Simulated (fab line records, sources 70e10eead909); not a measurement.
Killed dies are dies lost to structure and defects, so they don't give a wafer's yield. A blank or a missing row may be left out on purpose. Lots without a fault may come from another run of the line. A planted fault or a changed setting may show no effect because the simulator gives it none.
Chamber matching | flow nand_harc | NHARC_A_SGD_CUT_ETCHBACK_24 on rie_diel-03: 4 sister chambers
The step etches the open film in CH3F/O2, target depth 50 nm, time 92.857 s. 22 wafers are shown with their chamber, then 11 later ones without.

WAFERS WITH THEIR CHAMBER
wafer  | chamber | drypump_motor_current_A (A) | rf_vpp_V (V) | oes_product_au (a.u.)
L075.3 | 1       | 5.7                         | 246.0        | 1.00
L075.4 | 0       | 6.1                         | 244.8        | 1.00
L075.6 | 1       | 5.7                         | 243.4        | 0.99
L076.1 | 1       | 5.8                         | 244.8        | 0.99
L076.5 | 2       | 5.5                         | 246.6        | 0.99
L076.6 | 3       | 5.4                         | 245.3        | 0.99
L079.1 | 2       | 5.5                         | 246.4        | 0.99
L079.2 | 1       | 5.8                         | 244.0        | 0.99
L079.6 | 1       | 5.7                         | 243.7        | 1.00
L078.1 | 1       | 5.8                         | 244.0        | 0.92
L078.2 | 0       | 6.1                         | 244.5        | 0.93
L078.4 | 3       | 5.5                         | 245.2        | 0.91
L084.1 | 3       | 5.4                         | 244.5        | 0.99
L084.2 | 0       | 6.1                         | 244.2        | 1.01
L084.5 | 1       | 5.8                         | 244.1        | 0.99
L086.1 | 0       | 6.1                         | 244.5        | 0.93
L086.5 | 2       | 5.4                         | 246.0        | 0.93
L086.6 | 3       | 5.5                         | 245.9        | 0.92
L087.1 | 2       | 5.4                         | 247.7        | 0.99
L087.3 | 1       | 5.7                         | 245.7        | 1.01
L087.4 | 0       | 6.1                         | 244.2        | 1.00
L090.4 | 0       | 6.1                         | 244.5        | 0.93

SIGNATURES (means of the wafers above)
reading                 | chamber 0 | chamber 1 | chamber 2 | chamber 3 | scatter within a chamber
drypump_motor_current_A | 6.100     | 5.750     | 5.450     | 5.450     | 0.0471
rf_vpp_V                | 244.450   | 244.463   | 246.675   | 245.225   | 0.711
oes_product_au          | 0.9667    | 0.9862    | 0.9750    | 0.9525    | 0.0349
Rule: a wafer's distance from a chamber is the root of the sum, over the readings, of the square of ((its reading less the chamber's mean) divided by the reading's scatter). The wafer belongs to the nearest chamber; if the next one is less than 2 further off, it can't be placed. The scatter: the root of (the sum of the squares of (reading less its chamber's mean) over the shown wafers, divided by (wafers less chambers)).

WAFERS WITHOUT THEIR CHAMBER
wafer  | drypump_motor_current_A (A) | rf_vpp_V (V) | oes_product_au (a.u.)
L090.5 | 6.1                         | 247.3        | 0.93
L090.6 | 5.4                         | 244.0        | 0.93
L092.4 | 5.8                         | 244.2        | 0.96
L092.5 | 6.1                         | 246.2        | 0.94
L092.6 | 5.4                         | 245.5        | 0.93
L091.1 | 5.5                         | 244.4        | 0.97
L091.3 | 5.7                         | 244.6        | 0.96
L091.4 | 5.4                         | 247.2        | 0.96
L096.3 | 5.7                         | 245.4        | 1.00
L096.4 | 5.4                         | 244.1        | 0.99
L096.6 | 5.5                         | 245.8        | 0.99

WHICH CHAMBER EACH WENT THROUGH
wafer  | from the rows above     | in truth
L090.5 | 0                       | 0
L090.6 | can't be placed: 3 or 2 | 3
L092.4 | 1                       | 1
L092.5 | 0                       | 0
L092.6 | can't be placed: 3 or 2 | 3
L091.1 | can't be placed: 3 or 2 | 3
L091.3 | 1                       | 1
L091.4 | can't be placed: 2 or 3 | 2
L096.3 | 1                       | 1
L096.4 | can't be placed: 3 or 2 | 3
L096.6 | can't be placed: 2 or 3 | 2
Placed correctly: 5 of 11. Can't be placed from these rows: 6 (the true chamber is among the candidates in 6). Placed wrongly: 0.
